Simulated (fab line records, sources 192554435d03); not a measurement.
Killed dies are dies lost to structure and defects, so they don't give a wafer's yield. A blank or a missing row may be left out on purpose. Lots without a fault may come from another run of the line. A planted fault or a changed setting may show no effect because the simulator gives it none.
Chamber matching | flow n5_finfet | N5_BEOL_M7_VIA_ETCH_34 on rie_diel-02: 4 sister chambers
The step etches SiCOH lowk in C4F6/O2, target depth 125.5 nm, time 50.5 s. 4 wafers are shown with their chamber, then 9 later ones without.

WAFERS WITH THEIR CHAMBER
wafer  | chamber | throttle_valve_pct (%)
L078.2 | 3       | 21.2
L085.4 | 0       | 20.8
L088.5 | 2       | 20.4
L088.6 | 1       | 21.0

WAFERS WITHOUT THEIR CHAMBER
wafer  | throttle_valve_pct (%)
L091.1 | 21.0
L091.2 | 20.4
L091.6 | 21.0
L095.4 | 20.8
L095.5 | 20.4
L095.6 | 20.8
L096.4 | 20.6
L096.5 | 20.8
L096.6 | 20.4

WHICH CHAMBER EACH WENT THROUGH
wafer  | from the rows above     | in truth
L091.1 | 1                       | 1
L091.2 | 2                       | 2
L091.6 | 1                       | 1
L095.4 | 0                       | 0
L095.5 | 2                       | 2
L095.6 | 0                       | 0
L096.4 | can't be placed: 0 or 2 | 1
L096.5 | 0                       | 0
L096.6 | 2                       | 2
Placed correctly: 8 of 9. Can't be placed from these rows: 1 (the true chamber is among the candidates in 0). Placed wrongly: 0.
How it was worked out, from the rows above alone: a wafer's distance from a chamber is the root of the sum, over the readings, of the square of ((its reading less the chamber's mean) divided by the reading's scatter). The wafer belongs to the nearest chamber; if the next one is less than 2 further off, it can't be placed. A chamber's mean is the mean of its shown wafers. The scatter: with one shown wafer a chamber, the root of the mean of the squares of how far each hidden wafer lies from its nearest shown one.
